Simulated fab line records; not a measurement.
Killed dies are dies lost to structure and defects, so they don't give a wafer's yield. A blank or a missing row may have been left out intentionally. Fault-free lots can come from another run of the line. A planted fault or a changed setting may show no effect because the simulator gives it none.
Comparing a struck lot with a sound one -- flow n5-finfet -- 31 steps out of a route of 1938
Sound: the wafers L238.1, L238.4, L238.6. Struck: wafers L235.1, L235.4, L235.5. Last of all comes the cause.
Each step with rows lists, per side, the tool, then ch with its chambers, then its first start. Under that, the readings that differ: sound wafers -- struck wafers -- difference of the means -- sigmas: that difference in standard deviations of wafers without a fault.
alike: a reading whose means differ by less than 2 such deviations, as well as words and numbers matching on both sides. not compared: withheld readings; readings where some wafer has no value; bounds like >300 that might hide an equal value; numbers whose values overlap and for which the record gives no deviation.
The two part at a step that has a row with sigmas, a row that says differs or no value, or rows on one side only. Numbers that don't overlap but have no deviation are shown without sigmas and don't part them. A reading that every wafer of one side lacks parts them only if that side has two wafers or more.

first, 9 steps without rows for these wafers: N5_GATE_CUT_VAPOR_ETCH_49 (etches TiAlC in BCl3/Cl2); N5_GATE_CUT_VAPOR_ETCH_51 (etches HfO2 in BCl3/Cl2); N5_GATE_CUT_STRIP_21 (strips in N2/H2, time 30 s); N5_GATE_CUT_STRIP_29 (strips in post etch residue remover, time 60 s); N5_GATE_CUT_SRD_52 (time 30 s); N5_GATE_CUT_ALD_22 (deposits SiNx, target thk 16 nm, pulse time 1 s, ald cycles 320); N5_GATE_CUT_CMP_23 (polishes, stops on SiO2, t overpolish 23.4 s, target thk 16 nm); N5_GATE_CUT_CMP_43 (polishes SiO2); N5_GATE_CUT_CMP_61 (polishes, stops on SiNx, t overpolish 3 s).
N5_MOL_CONTACT_COAG_COAT_103: time 60 s, resist thk 80 nm.
  sound on litho-track-05 ch 0, day 10 00:44; struck on litho-track-04 ch 0, day 9 02:04
reading,sound,struck,difference,sigmas
spin-speed-rpm (rpm),1500.6 1499.5 1499.7,1557.0 1556.6 1557.0,+56.9,+52
model.SOC_of_MOL_CONTACT_COAG_COAT_103.thk-nm (nm),79.8 79.8 79.6,78.2 78.4 78.4,-1.4,
then, 11 steps without rows for these wafers: N5_MOL_CONTACT_COAG_COAT_104 (time 60 s, resist thk 12 nm); N5_MOL_CONTACT_COAG_COAT_58 (time 60 s, resist thk 10 nm); N5_MOL_CONTACT_COAG_COAT_02 (resist thk 30 nm); N5_MOL_CONTACT_COAG_EBR_04; N5_MOL_CONTACT_COAG_SOFTBAKE_03 (time 60 s); N5_MOL_CONTACT_COAG_EXPOSE_05 (exposes mask CA, defocus 0 nm); N5_MOL_CONTACT_COAG_PEB_06 (peb time 60 s); N5_MOL_CONTACT_COAG_DEVELOP_07 (develop time 30 s); N5_MOL_CONTACT_COAG_DESCUM_13 (chemistry O2, time 7 s); N5_MOL_CONTACT_COAG_ETCH_59 (etches underlayer in N2/H2, target depth 13 nm, time 10.4 s); N5_MOL_CONTACT_COAG_ETCH_105 (etches SiARC in CF4, target depth 15.6 nm, time 26 s).
N5_MOL_CONTACT_COAG_ETCH_106: etches SOC in N2/H2, target depth 80 nm, overetch 16 nm, time 120 s.
  sound on rie-diel-03 ch 1,3, day 10 01:13; struck on rie-diel-05 ch 2,3, day 9 02:32
reading,sound,struck,difference,sigmas
throttle-valve-pct (%),17.36 17.65 17.35,18.02 18.02 18.02,+0.57,+2
model.etch.depth-nm (nm),79.77 79.81 79.57,78.27 78.49 78.43,-1.32,
  alike: chamber-pressure-mTorr, drypump-motor-current-A, oes-product-au, rf-vpp-V, showerhead-plenum-p-Torr
  not compared: rf-hours-counter-h
then, 5 steps without rows for these wafers: N5_MOL_CONTACT_COAG_STRIP_107 (strips in N2/H2); N5_MOL_CONTACT_COAG_STRIP_108 (strips in N2/H2); N5_MOL_CONTACT_COAG_CONTACT_ETCH_14 (etches SiO2 in C4F6/O2, target depth 27.5 nm, overetch 8.5 nm, time 20 s); N5_MOL_CONTACT_COAG_STRIP_109 (strips in C4F6/O2); N5_MOL_CONTACT_COAG_ETCH_15 (etches SiNx in CH3F/O2, stops on Si:P, target depth 7 nm).
N5_MOL_CONTACT_COAG_ETCH_110: etches Si in CF4/O2, target depth 2.5 nm, time 8 s.
  sound on rie-diel-03 ch 1,3, day 10 01:24; struck on rie-diel-05 ch 2,3, day 9 02:44
reading,sound,struck,difference,sigmas
model.SOC_of_MOL_CONTACT_COAG_COAT_103.thk-nm (nm),73.4 73.4 73.2,72.2 72.4 72.4,-1.0,
  alike: O2_flow_sccm, chamber-pressure-mTorr, drypump-motor-current-A, mfc-ar-sccm, oes-product-au, rf-vpp-V, showerhead-plenum-p-Torr, throttle-valve-pct
  not compared: rf-hours-counter-h
then, 1 step without rows for these wafers: N5_MOL_CONTACT_COAG_STRIP_98 (strips in N2/H2).
-- here the record skips 3 days between the struck wafers' starts before and after, leaving off in module MOL_CONTACT_COAG and picking up in module BEOL_M4 (first step shown: number 1111 of the route) --
N5_BEOL_M4_RC_MEAS_101:
  sound on prober-02 ch 0, day 13 06:05; struck on prober-01 ch 0, day 12 10:19
  alike: DIBL_N, DIBL_P, IOFF_N, IOFF_P, ION_N, ION_P, SS_N, SS_P, VT_N, VT_P
-- record jumps: 4 days separate the struck wafers' starts on either side; left off in module BEOL_M4, taken up again in module PASSIVATION, whose first shown step is the route's number 1936 --
N5_PASSIVATION_PROBE_49:
  sound on prober-01 at day 17 05:07; struck on prober-01 at day 16 19:47
  alike: defect-limited-yield, killed_at_M0_to_M3, killed_at_M4_up, killed-at-contacts, killed-at-front-end, killed-at-other, killed-dies, killed-on-rim, killed-open, killed-short, sort_bin_5_function, sort_bin_6_memory, sort-n-pass, sort-yield-pct

## WHERE THEY PART
At N5_MOL_CONTACT_COAG_COAT_103 first; at N5_MOL_CONTACT_COAG_ETCH_106 last (within this record only). Later steps at which nothing parts them and some readings are alike: N5_MOL_CONTACT_COAG_ETCH_110, N5_BEOL_M4_RC_MEAS_101, N5_PASSIVATION_PROBE_49.

WHY: what the simulator had put in
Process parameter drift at N5_MOL_CONTACT_COAG_COAT_103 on litho-track-04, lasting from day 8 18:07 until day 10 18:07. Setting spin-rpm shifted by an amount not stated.
